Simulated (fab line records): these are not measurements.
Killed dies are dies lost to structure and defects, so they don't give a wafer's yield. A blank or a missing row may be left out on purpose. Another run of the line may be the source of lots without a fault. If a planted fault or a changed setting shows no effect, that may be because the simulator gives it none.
fab line records | flow n5_finfet
[record] lots = 5 wafers = 15 last_day = 18
route steps=1938 shown BEOL_M9@1458
lots with no fault: from the same line, run without faults
start_h: hours from the record's opening day to when the first of the lot's shown wafers began | wait_h: hours from the lot's prior step to this one | " identical to the entry in the row above | L1.1+2: a single row standing in for several wafers | - no value, or no start given | * or withheld: withheld | < > ~ a bound
route shown NAME@n: names a module that has steps shown in the file, with the first one's number in the route | usual: average and standard deviation across the fault-free wafers | same: alike in all rows | chamber/n: place in a boat | sites: the reading at each site | _std_site: the values' standard deviation | _edge_site: outer sites' mean less inner sites' | radius_mm: how far each site lies from the wafer's centre | mask NAME#n: copy n | behind: tool/chamber where the wafer was last shaped | hold: reason for holding the lot/hours on hold/outcome of the hold | device: whichever transistor did not switch (one of n, p or np) | end of line: at the end of the route, the tests of the same wafers | a step given without rows: its recipe and nothing more | killed: dies lost to structure and defects at the first sort, not the wafer's yield | map: per-die view of a wafer (x killed, . not killed, _ where there is no die)
set.NAME: the run value of the setting; set.NAME@STEP: its run value at that earlier step | model.NAME: the simulator's own value behind a step, which no gauge read
lots at selected steps of the route; one table per step, one row per wafer
services: when a tool's chamber went out of use (start_h, in hours from the record's first day, below 0 if earlier), for how many hours, and the reason
[[steps]]
[step N5_BEOL_M9_ALD_74]
[recipe] material = TaN target_thk_a = 20 temp_c = 275 ald_precursor_family = PDMAT ald_co_reactant = NH3 pressure_torr = 3 carrier_flow_sccm = 1500 pulse_time_s = 2 purge_time_s = 3 co_reactant_purge_time_s = 2 co_reactant_pulse_time_s = 3 ald_cycles = 40 precursor_vessel_temp_c = 75 precursor_vessel_pressure_torr = 26.25 precursor_vessel_carrier_sccm = 1000
[usual] heater_power_w = 410/53 mfc_carrier_sccm = 1499/4.9 precursor_vessel_temp_c = 74.99/0.13 susceptor_temp_C = 274.98/0.19
// columns lot.wafer tool chamber start_h wait_h heater_power_w mfc_carrier_sccm precursor_vessel_temp_c susceptor_temp_C
L074.2 ald_metal-04 2 204.32 0.0 353 1496 74.92 275.04
L074.4 " 3 " " 351 1497 75.02 274.78
L074.6 " 2 " " 347 1495 75.18 275.28
L094.1 ald_metal-02 0 338.15 0.1 418 1493 74.95 274.80
L094.2 " 1 " " 372 1511 74.92 275.16
L094.6 " 3 " " 366 1500 74.67 275.20
L089.1 ald_metal-02 2 348.54 0.0 500 1501 74.85 275.34
L089.2 " 0 " " 423 1494 75.13 274.73
L089.4 " 1 " " 382 1502 74.94 275.00
L092.1 ald_metal-02 1 353.45 0.0 382 1492 74.86 275.07
L092.3 " 3 " " 376 1496 75.18 274.57
L092.5 " 2 " " 522 1496 75.01 274.97
L091.4 ald_metal-02 1 357.45 0.0 369 1498 74.84 274.78
L091.5 " 2 " " 518 1506 74.89 275.09
L091.6 " 1 " " 382 1489 75.08 274.62
[step N5_BEOL_M9_SURFACE_TREAT_79]
[recipe] gas = Ar time_s = * ion_energy_ev = * ion_current_ma_cm2 = 0.5 pressure_mtorr = * ar_flow_sccm = 30
[usual] ar_flow_sccm = 30.01/0.096 throttle_valve_pct = *
// columns lot.wafer tool chamber start_h wait_h ar_flow_sccm throttle_valve_pct
L074.2 pvd_sputter-03 - 204.60 0.2 30.06 *
L074.4 " - " " 30.05 *
L074.6 " - " " 29.93 *
L094.1 pvd_sputter-01 - 338.43 0.2 30.06 *
L094.2 " - " " 29.98 *
L094.6 " - " " 30.03 *
L089.1 pvd_sputter-02 - 348.87 0.2 29.93 *
L089.2 " - " " 30.12 *
L089.4 " - " " 29.99 *
L092.1 pvd_sputter-01 - 353.85 0.3 30.00 *
L092.3 " - " " 29.96 *
L092.5 " - " " 30.12 *
L091.4 pvd_sputter-03 - 357.77 0.2 29.82 *
L091.5 " - " " 29.98 *
L091.6 " - " " 30.08 *
[step N5_BEOL_M9_CVD_78]
[recipe] material = Co target_thk_a = 20 temp_c = withheld precursor = CCTBA/H2 pressure_torr = 30 time_s = 138.9
// columns lot.wafer tool chamber start_h wait_h
L074.2+4+6 cvd_co-02 2,0,1 204.89 0.3
L094.1+2+6 cvd_co-01 0,2,2 338.57 0.1
L089.1+2+4 cvd_co-01 2,0,0 348.95 0.1
L092.1+3+5 cvd_co-02 2,0,0 353.96 0.1
L091.4+5+6 cvd_co-01 1,2,0 357.89 0.1
[step N5_BEOL_M9_SPUTTER_48]
[recipe] material = Cu target_thk_a = 120 temp_c = -20 bias_v = 60 power_w = 26000 chamber_pressure_pa = 0.13 time_s = 2
[usual] susceptor_temp_C = -20.00/0.11 throttle_valve_pct = 29.8/0.98
// columns lot.wafer tool chamber start_h wait_h susceptor_temp_C throttle_valve_pct
L074.2 pvd_sputter-01 - 205.79 0.8 -20.18 30.4
L074.4 " - " " -19.93 31.2
L074.6 " - " " -20.05 30.0
L094.1 pvd_sputter-01 - 338.75 0.1 -20.16 30.4
L094.2 " - " " -19.99 30.2
L094.6 " - " " -20.03 31.1
L089.1 pvd_sputter-02 - 349.19 0.2 -19.96 29.4
L089.2 " - " " -20.06 28.3
L089.4 " - " " -20.03 28.9
L092.1 pvd_sputter-03 - 354.07 0.1 -19.82 30.9
L092.3 " - " " -19.80 28.3
L092.5 " - " " -19.96 28.3
L091.4 pvd_sputter-03 - 358.20 0.3 -19.98 30.7
L091.5 " - " " -19.84 28.9
L091.6 " - " " -19.87 31.3
[step N5_BEOL_M9_ECD_50]
[recipe] material = Cu target_thk_a = 3180
// columns lot.wafer tool chamber start_h wait_h
L074.2+4+6 ecd_cu-01 1,1,0 205.90 0.1
L094.1+2+6 ecd_cu-01 0,1,0 338.87 0.1
L089.1+2+4 ecd_cu-01 1,0,0 349.31 0.1
L092.1+3+5 ecd_cu-01 1,1,0 354.19 0.1
L091.4+5+6 ecd_cu-02 1,1,0 358.35 0.1
[step N5_BEOL_M9_ANNEAL_51]
[recipe] temp_c = 225 time_s = 90 ambient = N2
[usual] wafer_temp_C_max = 226.13/0.29
// columns lot.wafer tool chamber start_h wait_h wafer_temp_C_max
L074.2 rtp_anneal-02 0 206.18 0.2 226.71
L074.4 " 0 " " 226.22
L074.6 " 0 " " 226.10
L094.1 rtp_anneal-02 0 338.98 0.1 226.01
L094.2 " 0 " " 225.97
L094.6 " 0 " " 226.35
L089.1 rtp_anneal-01 0 349.45 0.1 226.42
L089.2 " 0 " " 226.26
L089.4 " 0 " " 226.79
L092.1 rtp_anneal-01 0 354.44 0.2 226.45
L092.3 " 0 " " 226.06
L092.5 " 0 " " 225.80
L091.4 rtp_anneal-01 0 358.61 0.2 226.11
L091.5 " 0 " " 225.40
L091.6 " 0 " " 226.04
[step N5_BEOL_M9_CMP_52]
[recipe] stop_on = SiCOH_lowk t_overpolish_s = 7 down_force_psi = 1 platen_rpm = 50 clearing_platen_down_force_psi = 1.5 clearing_platen_rpm = 50 post_cmp_clean = cu_alkaline target_thk_nm = 140 clearing_platen_pad_velocity_m_s = 0.99484 pad_velocity_m_s = 0.99484
[usual] barrier_field_endpoint_s = 29.0/0.84 motor_current_A = 5.9/0.74 overpolish_run_s = 7.000/0.0094 time_to_endpoint_s = 66/3.7
// columns lot.wafer tool chamber start_h wait_h barrier_field_endpoint_s motor_current_A overpolish_run_s time_to_endpoint_s
L074.4 cmp-02 0 206.43 0.1 29.0 4.9 6.987 65
L074.2 " 2 " " 29.0 5.9 6.989 65
L074.6 " 1 " " 28.9 5.3 6.995 67
L094.1 cmp-02 3 339.28 0.3 27.0 6.3 6.995 60
L094.2 " 0 " " 28.5 4.9 7.005 64
L094.6 " 3 " " 28.0 6.4 6.998 61
L089.4 cmp-02 1 349.75 0.1 28.9 5.0 7.009 65
L089.1 " 3 " " 28.4 6.6 6.997 59
L089.2 " 0 " " 27.4 4.9 7.004 58
L092.1 cmp-04 0 354.77 0.3 29.5 5.3 7.012 65
L092.3 " 2 " " 30.0 7.1 6.992 70
L092.5 " 0 " " 29.4 5.5 7.002 67
L091.4 cmp-04 1 358.77 0.1 30.3 6.0 7.001 70
L091.6 " 1 " " 30.3 5.8 7.000 69
L091.5 " 2 " " 30.5 6.6 7.012 74
[step N5_BEOL_M9_THK_MEAS_53]
[recipe] thk_meas_gauge = xrf reads = Cu_of_BEOL_M9_ECD_50
[usual] M9_THK = 140.0/2.9
// columns lot.wafer tool chamber start_h wait_h M9_THK[nm]
L074.2 film_metro-01 - 206.72 - 139.1
L074.4 " - " " 139.4
L074.6 " - " " 142.6
L094.1 film_metro-02 - 339.57 - 137.2
L094.2 " - " " 145.4
L094.6 " - " " 140.5
L089.1 film_metro-01 - 350.04 - 138.9
L089.2 " - " " 135.1
L089.4 " - " " 141.9
L092.1 film_metro-02 - 355.03 - 137.1
L092.3 " - " " 135.8
L092.5 " - " " 142.1
L091.4 film_metro-01 - 359.07 - 142.8
L091.5 " - " " 136.3
L091.6 " - " " 142.3
[step N5_BEOL_M9_PRE_CLEAN_55]
[recipe] gas = NH3 time_s = 15 temp_c = withheld rf_power_w = 300
// columns lot.wafer tool chamber start_h wait_h
L074.2+4+6 pecvd-02 0,1,0 206.76 0.0
L094.1+2+6 pecvd-03 0,1,0 339.61 0.0
L089.1+2+4 pecvd-03 1,0,1 350.08 0.0
L092.1+3+5 pecvd-03 0,1,1 355.07 0.0
L091.4+5+6 pecvd-02 0,2,1 359.11 0.0
[step N5_BEOL_M9_DEP_56]
[recipe] material = SiCN target_thk_a = 150 temp_c = withheld precursor = 3MS/NH3 pressure_torr = 3 rf_w = 202 time_s = 26.5
[usual] showerhead_plenum_p_Torr = 3.662/0.015 throttle_valve_pct = 9.4/0.45
// columns lot.wafer tool chamber start_h wait_h showerhead_plenum_p_Torr throttle_valve_pct
L074.2 pecvd-02 0 206.79 0.0 3.665 9.4
L074.4 " 1 " " 3.657 9.2
L074.6 " 0 " " 3.660 9.6
L094.1 pecvd-03 0 339.63 0.0 3.678 9.4
L094.2 " 1 " " 3.672 9.2
L094.6 " 0 " " 3.675 9.3
L089.1 pecvd-03 1 350.10 0.0 3.666 9.4
L089.2 " 0 " " 3.682 9.5
L089.4 " 1 " " 3.651 9.3
L092.1 pecvd-03 0 355.09 0.0 3.668 9.6
L092.3 " 1 " " 3.660 9.3
L092.5 " 1 " " 3.652 9.5
L091.4 pecvd-02 0 359.15 0.0 3.657 9.3
L091.5 " 2 " " 3.653 9.5
L091.6 " 1 " " 3.663 9.2
[step N5_BEOL_M9_RS_MEAS_57]
[recipe] thk_meas_gauge = four-point-probe reads = Cu_of_BEOL_M9_ECD_50+Co_of_BEOL_M9_CVD_78+TaN_of_BEOL_M9_ALD_74
[usual] M9_RS = 0.152/0.0034
// columns lot.wafer tool chamber start_h wait_h M9_RS[ohm/sq]
L074.2 film_metro-02 - 206.86 0.1 0.152
L074.4 " - " " 0.153
L074.6 " - " " 0.148
L094.1 film_metro-01 - 339.71 0.1 0.157
L094.2 " - " " 0.147
L094.6 " - " " 0.153
L089.1 film_metro-02 - 350.18 0.1 0.153
L089.2 " - " " 0.157
L089.4 " - " " 0.148
L092.1 film_metro-02 - 355.16 0.1 0.154
L092.3 " - " " 0.155
L092.5 " - " " 0.148
L091.4 film_metro-01 - 359.20 0.0 0.148
L091.5 " - " " 0.156
L091.6 " - " " 0.147
[step N5_BEOL_M9_INSPECT_58]
[recipe] inspect_instrument = darkfield mode = post_dep
[usual] raw_defect_count = 72/22
// columns lot.wafer tool chamber start_h wait_h raw_defect_count
L074.2 defect_inspect-02 - 206.89 0.0 69
L074.4 " - " " 56
L074.6 " - " " 44
L094.1 defect_inspect-02 - 339.73 0.0 76
L094.2 " - " " 74
L094.6 " - " " 130
L089.1 defect_inspect-01 - 350.20 0.0 84
L089.2 " - " " 111
L089.4 " - " " 64
L092.1 defect_inspect-02 - 355.19 0.0 86
L092.3 " - " " 95
L092.5 " - " " 74
L091.4 defect_inspect-01 - 359.23 0.0 108
L091.5 " - " " 64
L091.6 " - " " 114
[[services]]
// columns tool chamber start_h hours kind
cvd_co-02 - 180.74 0.7 repair
ald_metal-02 0 184.41 9.5 repair
pecvd-02 - 191.55 2.8 pm
cmp-02 - 192.55 0.3 repair
ecd_cu-02 - 198.23 1.3 repair
cmp-04 - 208.65 19.4 repair
pecvd-03 1 210.14 2.1 scheduled_down
cvd_co-01 0 228.17 7.7 repair
ecd_cu-02 - 229.66 4.0 pm
pecvd-02 0 231.36 2.1 scheduled_down
cmp-02 - 234.08 4.0 pm
cmp-04 - 259.59 4.0 pm
pecvd-03 0 263.54 - calibration
pvd_sputter-01 - 273.00 6.9 repair
cmp-02 - 278.02 5.3 pm
cmp-04 - 286.28 2.3 repair
pvd_sputter-01 - 303.61 2.6 repair
cmp-02 - 304.89 2.2 repair
cvd_co-01 - 323.24 2.8 repair
cmp-02 - 329.54 0.5 repair
cvd_co-02 - 337.23 3.6 repair
pvd_sputter-01 - 340.71 0.5 repair
cvd_co-02 - 354.84 6.0 pm
rtp_anneal-01 - 357.67 0.8 pm
[[key]]
fault none
